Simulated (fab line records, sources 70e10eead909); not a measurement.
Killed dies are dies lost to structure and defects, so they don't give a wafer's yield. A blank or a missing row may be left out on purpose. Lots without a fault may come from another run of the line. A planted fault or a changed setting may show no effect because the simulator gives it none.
Which tool did it? | flow nand_harc | 6 lots, 18 wafers sampled, at 1 step of a route of 1302

WHAT THE GAUGES READ, wafer by wafer
NHARC_A_SLIT_OVL_MEAS_10.
lot  | measured     | on         | overlay_y_nm (nm)
L551 | day 21 04:25 | overlay-02 | -0.2 0.2 -0.1
L553 | day 22 08:01 | overlay-02 | -1.8 -1.4 -1.7
L554 | day 22 17:50 | overlay-01 | 0.2 0.5 0.1
L558 | day 23 18:06 | overlay-02 | 0.9 0.9 0.7
L569 | day 28 18:54 | overlay-01 | 0.0 -0.1 0.2
L571 | day 29 13:25 | overlay-01 | 1.2 1.2 2.2

WHICH TOOL RAN EACH LOT (tool, then ch and the chambers of the sampled wafers, then the start)
The record holds no process step before these readings.

THE ANSWER, worked out from the rows above alone
Rule: what is usual is taken from the lots themselves. Put in order of their means at a reading, lots are off if they are a third of the lots or fewer, leave a main group of 4 or more, and stand apart from it by a gap of 3 or more times the standard deviation of the main group's means; of several such gaps the widest counts. A main group whose means are all the same, to the digits that the tables above print for the reading, isn't used. A lot without any number at a reading at which 4 lots or more have one is off too. The other lots that the step has rows for count as sound.
No lot is off at any reading shown: from this, nothing can be told.

WHAT THE SIMULATOR HAD PUT IN
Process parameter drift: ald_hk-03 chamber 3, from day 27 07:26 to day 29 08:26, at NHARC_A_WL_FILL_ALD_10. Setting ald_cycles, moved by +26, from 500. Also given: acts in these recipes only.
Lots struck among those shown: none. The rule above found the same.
